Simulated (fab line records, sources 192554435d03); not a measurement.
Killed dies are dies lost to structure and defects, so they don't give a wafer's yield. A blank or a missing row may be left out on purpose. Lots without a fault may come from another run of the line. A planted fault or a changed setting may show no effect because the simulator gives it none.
Chamber matching | flow n5_finfet | N5_DUMMY_GATE_ALD_02 on ald_sin-04: 4 sister chambers
The step deposits SiO2, target thk 2 nm, pulse time 1 s. 4 wafers are shown with their chamber, then 8 later ones without.

WAFERS WITH THEIR CHAMBER
wafer  | chamber | heater_power_w (W)
L313.2 | 2       | 435
L316.4 | 3       | 466
L316.5 | 1       | 454
L317.1 | 0       | 390

WAFERS WITHOUT THEIR CHAMBER
wafer  | heater_power_w (W)
L317.2 | 432
L317.6 | 400
L326.1 | 373
L326.4 | 469
L326.5 | 385
L328.2 | 474
L328.3 | 386
L328.6 | 381

WHICH CHAMBER EACH WENT THROUGH
wafer  | from the rows above     | in truth
L317.2 | 2                       | 2
L317.6 | 0                       | 0
L326.1 | 0                       | 0
L326.4 | can't be placed: 3 or 1 | 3
L326.5 | 0                       | 0
L328.2 | can't be placed: 3 or 1 | 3
L328.3 | 0                       | 0
L328.6 | 0                       | 0
Placed correctly: 6 of 8. Can't be placed from these rows: 2 (the true chamber is among the candidates in 2). Placed wrongly: 0.
How it was worked out, from the rows above alone: a wafer's distance from a chamber is the root of the sum, over the readings, of the square of ((its reading less the chamber's mean) divided by the reading's scatter). The wafer belongs to the nearest chamber; if the next one is less than 2 further off, it can't be placed. A chamber's mean is the mean of its shown wafers. The scatter: with one shown wafer a chamber, the root of the mean of the squares of how far each hidden wafer lies from its nearest shown one.
